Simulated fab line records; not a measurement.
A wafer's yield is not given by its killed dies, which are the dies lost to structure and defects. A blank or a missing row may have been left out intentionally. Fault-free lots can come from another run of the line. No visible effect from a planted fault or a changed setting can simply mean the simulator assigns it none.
fab line records ; flow nand-harc
[record] lots = 13; wafers = 39; last-day = 25
route steps=1159 shown P_GATE@148 END@1159
lots with no fault: from the same line, run without faults
start-h: hours from the record's opening day to when the first of the lot's shown wafers began ; wait-h: how many hours have passed since the lot's step before this one ; " identical to the entry in the row above ; L1.1+2: several wafers, shown together as one row ; - either no value or no given start ; * or withheld: withheld ; < > ~ a bound
route shown NAME@n: a module of which the file shows steps, and the number in the route of the first ; usual: average and standard deviation across the fault-free wafers ; same: alike in all rows ; chamber/n: place in a boat ; sites: the reading at each site ; _std_site: standard deviation across them ; _edge_site: the outer-site mean with the inner-site mean subtracted ; radius-mm: how far each site lies from the wafer's centre ; mask NAME#n: copy n ; behind: the most recent tool/chamber to have shaped the wafer ; hold: why the lot was held/for how many hours/how that ended ; device: the transistor (n, p or np) that didn't switch ; end of line: tests run on the same wafers once the route is complete ; a step with no rows: only its recipe ; killed: dies lost to structure and defects at the first sort, not the wafer's yield ; map: the dies of a wafer, with x for killed, . for not killed, _ for no die there
set.NAME: the setting as run; set.NAME@STEP: as run at that earlier step ; model.NAME: the simulator's own value behind a step, which no gauge read
the route's steps for a sample of lots (tables are steps, rows are wafers)
services: when a tool's chamber went out of use (start-h, in hours from the record's first day, below 0 if earlier), for how many hours, and the reason
[[steps]]
[step NHARC_P_GATE_ETCH_114]
[recipe] target-depth-a = 300; overetch-a = 30; time-s = 16.5; ion-energy-ev = 100; cf4-flow-sccm = 80; o2-flow-sccm = 20; ar-flow-sccm = 0; rf-w = 300; bias-w = 100; chemistry = CF4/O2
[usual] drypump-motor-current-A = 5.8/0.4; oes-product-au = 1.002/0.013; rf-vpp-V = 198.1/1.1; showerhead-plenum-p-Torr = 1.34/0.036; throttle-valve-pct = 13.397/0.0094
lot.wafer;tool;chamber;start-h;wait-h;drypump-motor-current-A;oes-product-au;rf-hours-counter-h;rf-vpp-V;showerhead-plenum-p-Torr;throttle-valve-pct
L938.2;rie-diel-05;2;-;-;6.1;0.994;18;199.5;1.31;13.394
L938.3;rie-diel-05;3;-;-;5.7;0.986;16;199.4;1.37;13.379
L938.4;rie-diel-05;0;-;-;5.9;0.978;17;199.0;1.36;13.406
L940.4;rie-diel-02;3;-;-;6.2;1.021;47;197.7;1.35;13.403
L940.3;rie-diel-02;0;-;-;5.0;1.000;46;198.4;1.35;13.398
L940.1;rie-diel-02;1;-;-;6.0;1.011;46;199.0;1.39;13.390
L941.2;rie-diel-02;0;-;-;5.0;1.001;46;198.8;1.35;13.400
L941.6;rie-diel-02;2;-;-;5.9;1.005;-;197.8;1.29;13.392
L941.5;rie-diel-02;3;-;-;6.1;1.021;-;198.2;1.35;13.393
L942.4;rie-diel-08;0;-;-;6.1;0.991;61;197.6;1.27;13.396
L942.1;rie-diel-08;1;-;-;5.0;0.996;59;197.0;1.31;13.404
L942.6;rie-diel-08;3;-;-;5.3;0.980;-;198.5;1.39;13.392
L943.1;rie-diel-05;2;-;-;6.1;1.002;27;196.9;1.31;13.392
L943.6;rie-diel-05;3;-;-;5.7;1.000;-;199.0;1.37;13.386
L943.5;rie-diel-05;0;-;-;6.0;0.987;-;199.6;1.36;13.402
L947.4;rie-diel-05;1;-;-;5.8;1.022;28;197.5;1.31;13.384
L947.6;rie-diel-05;1;-;-;5.8;1.008;-;197.4;1.31;13.393
L947.5;rie-diel-05;2;-;-;6.1;0.994;-;195.9;1.31;13.395
L951.1;rie-diel-02;2;-;-;5.9;1.009;4;197.2;1.29;13.386
L951.4;rie-diel-02;3;-;-;6.1;1.023;5;198.9;1.35;13.399
L951.5;rie-diel-02;0;-;-;5.1;1.005;-;197.1;1.35;13.400
L953.4;rie-diel-02;2;-;-;5.9;1.008;11;196.8;1.29;13.407
L953.1;rie-diel-02;3;-;-;6.2;1.019;14;197.1;1.34;13.382
L953.6;rie-diel-02;3;-;-;6.2;1.012;-;198.6;1.34;13.397
L952.1;rie-diel-08;3;-;-;5.3;0.975;26;198.3;1.38;13.399
L952.3;rie-diel-08;0;-;-;6.1;0.980;23;195.5;1.27;13.389
L952.6;rie-diel-08;2;-;-;5.9;1.007;-;199.0;1.38;13.400
L955.2;rie-diel-08;0;-;-;6.1;0.976;27;198.5;1.27;13.403
L955.1;rie-diel-08;1;-;-;5.0;1.008;24;195.8;1.31;13.379
L955.6;rie-diel-08;3;-;-;5.3;0.992;-;197.7;1.38;13.400
L956.1;rie-diel-05;3;-;-;5.7;1.035;9;199.2;1.37;13.398
L956.3;rie-diel-05;2;-;-;6.1;0.996;9;198.1;1.31;13.415
L956.6;rie-diel-05;2;-;-;6.1;0.990;-;196.4;1.31;13.390
L957.4;rie-diel-02;0;-;-;5.1;0.992;23;197.1;1.35;13.403
L957.2;rie-diel-02;1;-;-;6.0;0.981;21;198.1;1.39;13.400
L957.5;rie-diel-02;0;-;-;5.0;1.000;-;198.5;1.35;13.401
L960.4;rie-diel-02;3;-;-;6.1;1.008;29;197.4;1.34;13.382
L960.3;rie-diel-02;2;-;-;5.9;1.004;27;196.7;1.28;13.395
L960.6;rie-diel-02;0;-;-;5.0;1.009;-;197.0;1.34;13.397
[step NHARC_P_GATE_IMPLANT_62]
[recipe] energy-kev = 20; dose-cm2 = 3e+15; tilt-deg = 7
[usual] beam-energy-keV = 20.000/0.0075; beam-on-s = 29.9/1.5; tilt-deg = 6.997/0.019
lot.wafer;tool;chamber;start-h;wait-h;beam-energy-keV;beam-on-s;tilt-deg
L938.2;implanter-01;0;109.50;0.1;20.003;31.9;7.004
L938.3;implanter-01;0;109.50;0.1;20.000;31.1;6.982
L938.4;implanter-01;0;109.50;0.1;19.995;31.0;6.993
L940.1;implanter-02;0;120.22;0.1;20.011;28.0;6.964
L940.3;implanter-02;0;120.22;0.1;20.016;28.6;6.997
L940.4;implanter-02;0;120.22;0.1;20.003;29.0;7.003
L941.2;implanter-02;0;120.46;0.2;20.003;29.0;7.056
L941.5;implanter-02;0;120.46;0.2;20.001;28.3;7.032
L941.6;implanter-02;0;120.46;0.2;20.001;28.5;7.009
L942.1;implanter-01;0;135.28;0.1;19.999;31.7;7.009
L942.4;implanter-01;0;135.28;0.1;20.002;31.0;7.015
L942.6;implanter-01;0;135.28;0.1;19.996;31.3;7.002
L943.1;implanter-02;0;146.48;0.1;20.004;28.5;7.018
L943.5;implanter-02;0;146.48;0.1;19.993;29.3;7.002
L943.6;implanter-02;0;146.48;0.1;19.993;28.4;6.986
L947.4;implanter-01;0;162.78;0.2;19.999;31.2;6.970
L947.5;implanter-01;0;162.78;0.2;20.012;31.1;7.000
L947.6;implanter-01;0;162.78;0.2;19.996;31.5;6.976
L951.1;implanter-02;-;185.27;0.1;-;-;-
L951.4;implanter-02;-;185.27;0.1;-;-;-
L951.5;implanter-02;-;185.27;0.1;-;-;-
L953.1;implanter-02;-;199.69;0.2;-;-;-
L953.4;implanter-02;-;199.69;0.2;-;-;-
L953.6;implanter-02;-;199.69;0.2;-;-;-
L952.1;implanter-01;-;200.04;0.1;-;-;-
L952.3;implanter-01;-;200.04;0.1;-;-;-
L952.6;implanter-01;-;200.04;0.1;-;-;-
L955.1;implanter-02;0;211.35;0.1;19.990;27.3;6.986
L955.2;implanter-02;0;211.35;0.1;19.987;29.3;7.015
L955.6;implanter-02;0;211.35;0.1;19.992;28.1;6.988
L956.1;implanter-02;0;218.42;0.1;20.004;28.3;6.990
L956.3;implanter-02;0;218.42;0.1;20.008;29.5;7.022
L956.6;implanter-02;0;218.42;0.1;19.998;28.1;6.984
L957.2;implanter-02;0;225.86;0.2;19.998;28.5;7.004
L957.4;implanter-02;0;225.86;0.2;19.998;29.1;7.017
L957.5;implanter-02;0;225.86;0.2;19.996;28.2;7.008
L960.3;implanter-02;0;242.65;0.2;20.001;28.7;7.002
L960.4;implanter-02;0;242.65;0.2;20.000;28.4;6.985
L960.6;implanter-02;0;242.65;0.2;20.003;27.8;6.981
[step NHARC_P_GATE_STRIP_76]
[recipe] power-w = 1500; temp-c = 250; chemistry = O2
[usual] drypump-motor-current-A = 5.8/0.38; heater-power-w = 301/5.9; rf-refl-power-W = 17.9/1.8
lot.wafer;tool;chamber;start-h;wait-h;drypump-motor-current-A;heater-power-w;rf-hours-counter-h;rf-refl-power-W
L938.2;plasma-asher-02;0;110.00;0.2;6.3;295;34;20.2
L938.4;plasma-asher-02;1;110.00;0.2;5.3;300;-;19.1
L938.3;plasma-asher-02;0;110.00;0.2;6.3;286;-;19.6
L940.1;plasma-asher-02;1;120.72;0.2;5.3;302;42;20.1
L940.3;plasma-asher-02;0;120.72;0.2;6.3;290;-;20.0
L940.4;plasma-asher-02;1;120.72;0.2;5.3;293;-;20.0
L941.2;plasma-asher-01;1;120.92;0.2;5.5;306;1;16.3
L941.6;plasma-asher-01;0;120.92;0.2;5.9;300;-;16.5
L941.5;plasma-asher-01;1;120.92;0.2;5.5;306;-;15.8
L942.1;plasma-asher-01;0;135.76;0.2;5.9;295;5;16.4
L942.4;plasma-asher-01;1;135.76;0.2;5.5;312;-;15.8
L942.6;plasma-asher-01;1;135.76;0.2;5.5;312;-;16.7
L943.1;plasma-asher-01;1;146.97;0.2;5.5;303;10;16.1
L943.5;plasma-asher-01;0;146.97;0.2;5.9;298;-;16.6
L943.6;plasma-asher-01;1;146.97;0.2;5.5;307;-;16.0
L947.4;plasma-asher-02;0;163.19;0.2;6.3;296;-;20.2
L947.5;plasma-asher-02;0;163.19;0.2;6.3;302;-;19.3
L947.6;plasma-asher-02;1;163.19;0.2;5.3;300;-;19.5
L951.1;plasma-asher-01;0;185.75;0.2;5.9;294;24;16.3
L951.4;plasma-asher-01;1;185.75;0.2;5.5;308;-;15.7
L951.5;plasma-asher-01;1;185.75;0.2;5.5;309;-;15.9
L953.1;plasma-asher-01;0;200.18;0.2;5.9;308;29;16.0
L953.4;plasma-asher-01;1;200.18;0.2;5.5;304;-;15.8
L953.6;plasma-asher-01;0;200.18;0.2;5.9;304;-;15.8
L952.1;plasma-asher-02;0;200.54;0.2;6.3;307;2;19.6
L952.3;plasma-asher-02;1;200.54;0.2;5.3;294;-;19.1
L952.6;plasma-asher-02;1;200.54;0.2;5.3;300;-;20.1
L955.2;plasma-asher-01;1;211.83;0.2;5.5;302;33;16.1
L955.1;plasma-asher-01;0;211.83;0.2;5.9;299;33;16.7
L955.6;plasma-asher-01;0;211.83;0.2;5.9;301;-;16.8
L956.1;plasma-asher-02;1;218.90;0.2;5.3;288;9;17.9
L956.3;plasma-asher-02;0;218.90;0.2;6.3;302;-;19.7
L956.6;plasma-asher-02;1;218.90;0.2;5.3;292;-;19.2
L957.2;plasma-asher-02;0;226.32;0.2;6.3;306;12;20.5
L957.4;plasma-asher-02;0;226.32;0.2;6.3;301;-;20.6
L957.5;plasma-asher-02;0;226.32;0.2;6.3;307;-;19.7
L960.3;plasma-asher-01;0;243.10;0.2;5.9;302;-;16.1
L960.4;plasma-asher-01;1;243.10;0.2;5.5;304;-;16.6
L960.6;plasma-asher-01;1;243.10;0.2;5.5;315;-;16.2
[step NHARC_P_GATE_STRIP_95]
[recipe] power-w = 1500; temp-c = 250; chemistry = O2
[usual] drypump-motor-current-A = 5.8/0.39; heater-power-w = 300/5.5; rf-refl-power-W = 18.2/2
lot.wafer;tool;chamber;start-h;wait-h;drypump-motor-current-A;heater-power-w;rf-hours-counter-h;rf-refl-power-W
L938.2;plasma-asher-02;0;113.84;0.5;6.3;300;38;20.7
L938.3;plasma-asher-02;1;113.84;0.5;5.3;304;-;19.9
L938.4;plasma-asher-02;0;113.84;0.5;6.3;301;-;20.6
L940.1;plasma-asher-01;1;122.75;0.6;5.5;303;2;15.8
L940.3;plasma-asher-01;1;122.75;0.6;5.5;305;-;16.6
L940.4;plasma-asher-01;0;122.75;0.6;5.9;305;-;15.6
L941.2;plasma-asher-02;0;123.10;0.6;6.3;300;43;20.3
L941.5;plasma-asher-02;0;123.10;0.6;6.3;297;-;19.9
L941.6;plasma-asher-02;1;123.10;0.6;5.3;298;-;20.3
L942.1;plasma-asher-01;0;137.95;0.5;5.9;304;7;15.7
L942.4;plasma-asher-01;0;137.95;0.5;5.9;302;-;16.1
L942.6;plasma-asher-01;0;137.95;0.5;5.9;300;-;15.9
L943.1;plasma-asher-02;1;149.12;0.6;5.3;294;51;19.6
L943.6;plasma-asher-02;1;149.12;0.6;5.3;295;-;19.1
L943.5;plasma-asher-02;0;149.12;0.6;6.3;298;-;20.2
L947.4;plasma-asher-01;0;165.25;0.4;5.9;295;-;15.7
L947.5;plasma-asher-01;0;165.25;0.4;5.9;307;-;16.3
L947.6;plasma-asher-01;1;165.25;0.4;5.5;308;-;16.0
L951.1;plasma-asher-01;1;187.89;0.5;5.5;307;25;16.1
L951.4;plasma-asher-01;0;187.89;0.5;5.9;303;-;15.5
L951.5;plasma-asher-01;1;187.89;0.5;5.5;301;-;16.3
L953.1;plasma-asher-01;0;202.22;0.6;5.9;302;29;15.8
L953.4;plasma-asher-01;0;202.22;0.6;5.9;308;-;16.0
L953.6;plasma-asher-01;0;202.22;0.6;5.9;311;-;16.1
L952.1;plasma-asher-02;1;202.74;0.6;5.3;302;3;19.3
L952.3;plasma-asher-02;0;202.74;0.6;6.3;303;-;20.7
L952.6;plasma-asher-02;0;202.74;0.6;6.3;300;-;19.8
L955.2;plasma-asher-01;1;214.01;0.6;5.5;307;34;15.9
L955.1;plasma-asher-01;0;214.01;0.6;5.9;293;34;15.9
L955.6;plasma-asher-01;0;214.01;0.6;5.9;301;-;17.1
L956.1;plasma-asher-02;1;220.99;0.5;5.3;294;10;19.6
L956.3;plasma-asher-02;1;220.99;0.5;5.3;288;-;19.5
L956.6;plasma-asher-02;1;220.99;0.5;5.3;292;-;18.1
L957.2;plasma-asher-01;1;228.48;0.6;5.5;307;39;16.1
L957.4;plasma-asher-01;1;228.48;0.6;5.5;305;-;15.7
L957.5;plasma-asher-01;0;228.48;0.6;5.9;299;-;16.8
L960.4;plasma-asher-02;1;245.25;0.4;5.3;295;-;18.8
L960.3;plasma-asher-02;0;245.25;0.4;6.3;305;-;20.1
L960.6;plasma-asher-02;0;245.25;0.4;6.3;302;-;20.6
[step NHARC_END_SORT_01]
[recipe] temp-c = 25
[usual] killed-at-array = 26/9.1; killed-at-other = 0.7/0.9; killed-at-periphery = 3.6/2.8; killed-dies = 30/9.2; killed-open = 3.0/1.9; killed-short = 2.0/1.4
[same] gross-dies = 677
lot.wafer;tool;chamber;start-h;wait-h;killed-at-array;killed-at-other;killed-at-periphery;killed-dies;killed-open;killed-short
L941.2;prober-01;0;453.11;2.8;24;0;5;29;6;4
L941.5;prober-01;0;455.51;3.7;26;0;3;29;2;1
L941.6;prober-01;0;456.30;4.0;17;0;1;18;2;1
L953.1;prober-01;0;553.94;2.5;35;1;641;677;5;0
L953.4;prober-01;0;556.33;3.4;23;1;653;677;2;0
L953.6;prober-01;0;557.92;4.0;29;1;647;677;4;1
L952.1;prober-01;0;561.74;2.5;26;0;651;677;4;0
L952.3;prober-01;0;563.36;3.1;16;0;661;677;2;3
L952.6;prober-01;0;565.79;4.0;22;1;654;677;1;1
// killed by level:class
L941.2 A_CHANNEL_HOLE_D1:chamber-film-flake=7 A_STAIRCASE:chamber-film-flake=5 P_M0:geometric-particle:open=2 A_ONON_D1:geometric-particle:open=2 P_BONDPAD:chamber-film-flake=2 A_SLIT:chamber-film-flake=2 A_SOURCE_PLATE:geometric-particle:short=1 A_CHANNEL_HOLE_D1:geometric-particle:open=1
L941.5 A_CHANNEL_HOLE_D1:chamber-film-flake=14 A_STAIRCASE:chamber-film-flake=4 A_CONTACT:chamber-film-flake=3 A_CHANNEL_HOLE_D1:geometric-particle:open=1 A_WL_FILL:geometric-particle:short=1 A_CONTACT:geometric-particle:open=1 P_GATE:chamber-film-flake=1 P_CONTACT:chamber-film-flake=1
L941.6 A_CHANNEL_HOLE_D1:chamber-film-flake=10 A_CONTACT:chamber-film-flake=3 A_CHANNEL_FILL_D1:geometric-particle:open=1 A_SGD_CUT:geometric-particle:short=1 A_SGD_CUT:geometric-particle:open=1 P_BONDPAD:chamber-film-flake=1 A_STAIRCASE:chamber-film-flake=1
L953.1 P_GATE:area-implant=637 A_SLIT:chamber-film-flake=15 A_CHANNEL_HOLE_D1:chamber-film-flake=7 A_CHANNEL_FILL_D1:chamber-film-flake=4 A_CONTACT:chamber-film-flake=4 A_WL_FILL:geometric-particle:open=2 P_BONDPAD:chamber-film-flake=2 P_GATE:geometric-particle:open=1
L953.4 P_GATE:area-implant=643 A_SLIT:chamber-film-flake=10 P_BONDPAD:chamber-film-flake=6 A_CONTACT:chamber-film-flake=5 P_ZERO_WELL:chamber-film-flake=4 A_CHANNEL_HOLE_D1:chamber-film-flake=4 A_CHANNEL_HOLE_D1:geometric-particle:open=1 A_M1:geometric-particle:open=1
L953.6 P_GATE:area-implant=641 A_SLIT:chamber-film-flake=11 A_CHANNEL_HOLE_D1:chamber-film-flake=6 A_CONTACT:chamber-film-flake=4 P_BONDPAD:chamber-film-flake=3 A_CHANNEL_FILL_D1:chamber-film-flake=3 A_CONTACT:geometric-particle:open=2 P_ZERO_WELL:chamber-film-flake=2
L952.1 P_GATE:area-implant=640 A_CHANNEL_HOLE_D1:chamber-film-flake=19 P_BONDPAD:chamber-film-flake=7 A_CONTACT:chamber-film-flake=4 A_M0:geometric-particle:open=2 P_M1:chamber-film-flake=2 P_CONTACT:geometric-particle:open=1 A_CONTACT:geometric-particle:open=1
L952.3 P_GATE:area-implant=653 A_CHANNEL_HOLE_D1:chamber-film-flake=10 P_BONDPAD:chamber-film-flake=4 A_CONTACT:chamber-film-flake=3 P_GATE:geometric-particle:short=1 P_CONTACT:geometric-particle:open=1 A_CHANNEL_HOLE_D1:geometric-particle:short=1 A_SGD_CUT:geometric-particle:open=1
L952.6 P_GATE:area-implant=644 A_CHANNEL_HOLE_D1:chamber-film-flake=19 P_BONDPAD:chamber-film-flake=5 P_ZERO_WELL:chamber-film-flake=2 P_CONTACT:geometric-particle:open=1 P_CONTACT:geometric-particle:short=1 P_M1:chamber-film-flake=1 A_WL_FILL:chamber-film-flake=1
[[services]]
tool;chamber;start-h;hours;kind
rie-diel-02;0;81.09;-;clean
rie-diel-02;1;81.09;-;clean
rie-diel-02;2;81.09;-;clean
implanter-02;-;85.00;13.0;pm
plasma-asher-01;-;98.71;8.9;repair
rie-diel-02;-;115.16;0.4;repair
plasma-asher-01;0;116.61;-;clean
plasma-asher-01;1;116.61;-;clean
plasma-asher-01;-;116.96;1.7;repair
rie-diel-08;-;124.82;9.0;pm
rie-diel-05;1;140.06;5.8;repair
rie-diel-02;1;149.00;4.4;repair
rie-diel-02;-;151.47;9.0;pm
rie-diel-05;-;163.69;9.0;pm
implanter-02;-;165.53;4.6;repair
rie-diel-08;2;167.35;5.3;repair
rie-diel-05;1;181.30;29.0;repair
plasma-asher-02;-;183.00;9.0;pm
plasma-asher-02;0;183.00;9.0;vent-cycle
plasma-asher-02;1;183.00;9.0;vent-cycle
plasma-asher-02;0;192.00;-;clean
plasma-asher-02;1;192.00;-;clean
rie-diel-05;0;192.09;8.7;repair
rie-diel-08;0;240.17;12.9;repair
[[key]]
[first-sign] step = NHARC_P_GATE_IMPLANT_62; reading = tool-record; direction = missing
[effect] step = NHARC_END_SORT_01; reading = killed-at-periphery; direction = up; sigmas = 99+; usual = 3.6; struck = 651.2
[more-kills-born-at] NHARC_P_GATE_IMPLANT_62@implanter-01 = 1937; NHARC_P_GATE_IMPLANT_62@implanter-02 = 1921
met-at NHARC_P_GATE_IMPLANT_62
struck-lots L951,L952,L953
rows-end L951.1,L951.4,L951.5
later-rows-left-out L952.1,L952.3,L952.6,L953.1,L953.4,L953.6
tester-left-out L952,L953
not-acting-at NHARC_P_GATE_ETCH_114,NHARC_P_GATE_STRIP_76,NHARC_P_GATE_STRIP_95
onset-between 162.78 185.27
[fault] kind = skipped-step-whole; tool = implanter-01,implanter-02; chamber = -; onset-h = 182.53; steps = NHARC_P_GATE_IMPLANT_62; scope = struck-lots-only
// tester-left-out: of these lots the tester's yield and bins aren't shown, on N5 and GAA mostly nor the transistor test; their killed dies are dies lost to structure and defects alone, not to doping, threshold or leakage, so they don't give the yield
// later-rows-left-out: the simulator's readings of these wafers behind a module that went badly wrong aren't trusted and aren't shown, but for the sort
// rows-end: these wafers met a further fault down the route, and their rows from its step on are left out
